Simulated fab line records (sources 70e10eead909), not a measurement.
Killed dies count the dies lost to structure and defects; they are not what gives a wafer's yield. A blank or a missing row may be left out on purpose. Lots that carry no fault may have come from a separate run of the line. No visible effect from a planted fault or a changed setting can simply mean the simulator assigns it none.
Matching of chambers || flow nandHarc || rieSi-04 running NHARC_P_GATE_ETCH_32: 4 sister chambers
The step etches the open film in HBr/Cl2, target depth 150 nm, time 100.1 s. 16 wafers are shown with their chamber, then 8 later ones without.

== WAFERS PAIRED WITH THEIR CHAMBERS ==
{"wafer": "L075.4", "chamber": 0, "drypumpMotorCurrentA (A)": 4.6, "oesProductAu (a.u.)": 0.997, "throttleValvePct (%)": 26.409}
{"wafer": "L075.5", "chamber": 0, "drypumpMotorCurrentA (A)": 4.6, "oesProductAu (a.u.)": 0.999, "throttleValvePct (%)": 26.420}
{"wafer": "L075.6", "chamber": 1, "drypumpMotorCurrentA (A)": 6.0, "oesProductAu (a.u.)": 1.005, "throttleValvePct (%)": 26.392}
{"wafer": "L082.1", "chamber": 1, "drypumpMotorCurrentA (A)": 6.0, "oesProductAu (a.u.)": 0.996, "throttleValvePct (%)": 26.401}
{"wafer": "L082.2", "chamber": 0, "drypumpMotorCurrentA (A)": 4.6, "oesProductAu (a.u.)": 1.003, "throttleValvePct (%)": 26.417}
{"wafer": "L082.3", "chamber": 2, "drypumpMotorCurrentA (A)": 4.8, "oesProductAu (a.u.)": 1.004, "throttleValvePct (%)": 26.415}
{"wafer": "L084.2", "chamber": 3, "drypumpMotorCurrentA (A)": 5.5, "oesProductAu (a.u.)": 0.995, "throttleValvePct (%)": 26.405}
{"wafer": "L084.4", "chamber": 2, "drypumpMotorCurrentA (A)": 4.7, "oesProductAu (a.u.)": 1.019, "throttleValvePct (%)": 26.411}
{"wafer": "L084.6", "chamber": 2, "drypumpMotorCurrentA (A)": 4.7, "oesProductAu (a.u.)": 1.011, "throttleValvePct (%)": 26.391}
{"wafer": "L088.4", "chamber": 0, "drypumpMotorCurrentA (A)": 4.6, "oesProductAu (a.u.)": 0.995, "throttleValvePct (%)": 26.405}
{"wafer": "L088.5", "chamber": 0, "drypumpMotorCurrentA (A)": 4.6, "oesProductAu (a.u.)": 1.001, "throttleValvePct (%)": 26.398}
{"wafer": "L088.6", "chamber": 1, "drypumpMotorCurrentA (A)": 6.0, "oesProductAu (a.u.)": 0.997, "throttleValvePct (%)": 26.406}
{"wafer": "L087.1", "chamber": 1, "drypumpMotorCurrentA (A)": 5.9, "oesProductAu (a.u.)": 0.995, "throttleValvePct (%)": 26.417}
{"wafer": "L087.2", "chamber": 2, "drypumpMotorCurrentA (A)": 4.7, "oesProductAu (a.u.)": 1.010, "throttleValvePct (%)": 26.416}
{"wafer": "L087.4", "chamber": 3, "drypumpMotorCurrentA (A)": 5.6, "oesProductAu (a.u.)": 0.996, "throttleValvePct (%)": 26.400}
{"wafer": "L089.1", "chamber": 1, "drypumpMotorCurrentA (A)": 6.0, "oesProductAu (a.u.)": 1.001, "throttleValvePct (%)": 26.401}

SIGNATURES, as means of the wafers listed above
{"reading": "drypumpMotorCurrentA", "chamber 0": 4.600, "chamber 1": 5.980, "chamber 2": 4.725, "chamber 3": 5.550, "scatter within a chamber": 0.0413}
{"reading": "oesProductAu", "chamber 0": 0.99900, "chamber 1": 0.99880, "chamber 2": 1.01100, "chamber 3": 0.99550, "scatter within a chamber": 0.00431}
{"reading": "throttleValvePct", "chamber 0": 26.40980, "chamber 1": 26.40340, "chamber 2": 26.40825, "chamber 3": 26.40250, "scatter within a chamber": 0.00947}
Rule: distance of a wafer from a chamber = root of the sum over the readings of ((wafer's reading minus chamber's mean) / reading's scatter) squared. The wafer belongs to the nearest chamber; if the next one is less than 2 further off, it can't be placed. The scatter is the square root of a quotient: the sum, over the shown wafers, of each reading's squared deviation from its chamber's mean, divided by wafers minus chambers.

== WAFERS WITHOUT THEIR CHAMBER ==
{"wafer": "L089.2", "drypumpMotorCurrentA (A)": 4.6, "oesProductAu (a.u.)": 1.007, "throttleValvePct (%)": 26.388}
{"wafer": "L089.5", "drypumpMotorCurrentA (A)": 4.7, "oesProductAu (a.u.)": 1.025, "throttleValvePct (%)": 26.410}
{"wafer": "L092.1", "drypumpMotorCurrentA (A)": 4.7, "oesProductAu (a.u.)": 1.015, "throttleValvePct (%)": 26.396}
{"wafer": "L092.3", "drypumpMotorCurrentA (A)": 6.0, "oesProductAu (a.u.)": 1.011, "throttleValvePct (%)": 26.389}
{"wafer": "L092.4", "drypumpMotorCurrentA (A)": 5.6, "oesProductAu (a.u.)": 1.008, "throttleValvePct (%)": 26.415}
{"wafer": "L094.1", "drypumpMotorCurrentA (A)": 4.6, "oesProductAu (a.u.)": 0.995, "throttleValvePct (%)": 26.440}
{"wafer": "L094.2", "drypumpMotorCurrentA (A)": 5.6, "oesProductAu (a.u.)": 0.990, "throttleValvePct (%)": 26.410}
{"wafer": "L094.6", "drypumpMotorCurrentA (A)": 5.9, "oesProductAu (a.u.)": 0.993, "throttleValvePct (%)": 26.412}

== WHICH CHAMBER EACH WENT THROUGH ==
{"wafer": "L089.2", "from the rows above": "can't be placed: 0 or 2", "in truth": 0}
{"wafer": "L089.5", "from the rows above": 2, "in truth": 2}
{"wafer": "L092.1", "from the rows above": 2, "in truth": 2}
{"wafer": "L092.3", "from the rows above": 1, "in truth": 1}
{"wafer": "L092.4", "from the rows above": 3, "in truth": 3}
{"wafer": "L094.1", "from the rows above": 0, "in truth": 0}
{"wafer": "L094.2", "from the rows above": 3, "in truth": 3}
{"wafer": "L094.6", "from the rows above": 1, "in truth": 1}
7 of 8 placed correctly. Unplaceable from these rows: 1, with the true chamber sitting among the candidates in 1. Wrongly placed: 0.
